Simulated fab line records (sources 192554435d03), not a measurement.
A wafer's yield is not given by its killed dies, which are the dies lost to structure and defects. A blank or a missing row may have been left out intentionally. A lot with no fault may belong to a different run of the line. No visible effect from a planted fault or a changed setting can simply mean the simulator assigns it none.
Chamber matching ; flow n5 finfet ; N5_BEOL_M9_STRIP_36 on rie diel-03: 4 sister chambers
The step strips in N2/H2. 8 wafers are shown with their chamber, then 9 later ones without.

== WAFERS, EACH WITH ITS CHAMBER ==
wafer;chamber;throttle valve pct (%);showerhead plenum p Torr (Torr)
L081.3;1;24.0;2.40
L081.5;0;24.1;2.57
L087.2;2;22.8;2.46
L087.3;3;23.1;2.70
L087.4;1;24.0;2.39
L093.2;2;22.8;2.46
L093.4;0;24.1;2.56
L093.6;3;23.2;2.70

== WAFERS WHOSE CHAMBER IS MISSING ==
wafer;throttle valve pct (%);showerhead plenum p Torr (Torr)
L094.2;23.1;2.70
L094.3;24.0;2.39
L094.5;22.8;2.46
L095.1;23.1;2.70
L095.4;24.0;2.39
L095.6;24.1;2.56
L097.2;23.1;2.69
L097.5;23.2;2.69
L097.6;22.8;2.45

== THE CHAMBER EACH PASSED THROUGH ==
wafer;from the rows above;in truth
L094.2;3;3
L094.3;1;1
L094.5;2;2
L095.1;3;3
L095.4;1;1
L095.6;0;0
L097.2;3;3
L097.5;3;3
L097.6;2;2
9 of 9 placed correctly. Left unplaced by these rows: 0. Number placed wrongly: 0.
How it was worked out, from the rows above alone: a wafer's distance from a chamber is the root of the sum, over the readings, of the square of ((its reading less the chamber's mean) divided by the reading's scatter). If the next closest chamber is less than 2 further off than the closest, the wafer can't be placed; otherwise it belongs to the closest. Each chamber's mean is taken over the wafers shown for it. How the scatter is found: for the shown wafers, subtract from each reading the mean of its chamber, square and add these, divide the total by (wafers less chambers), then take the root.
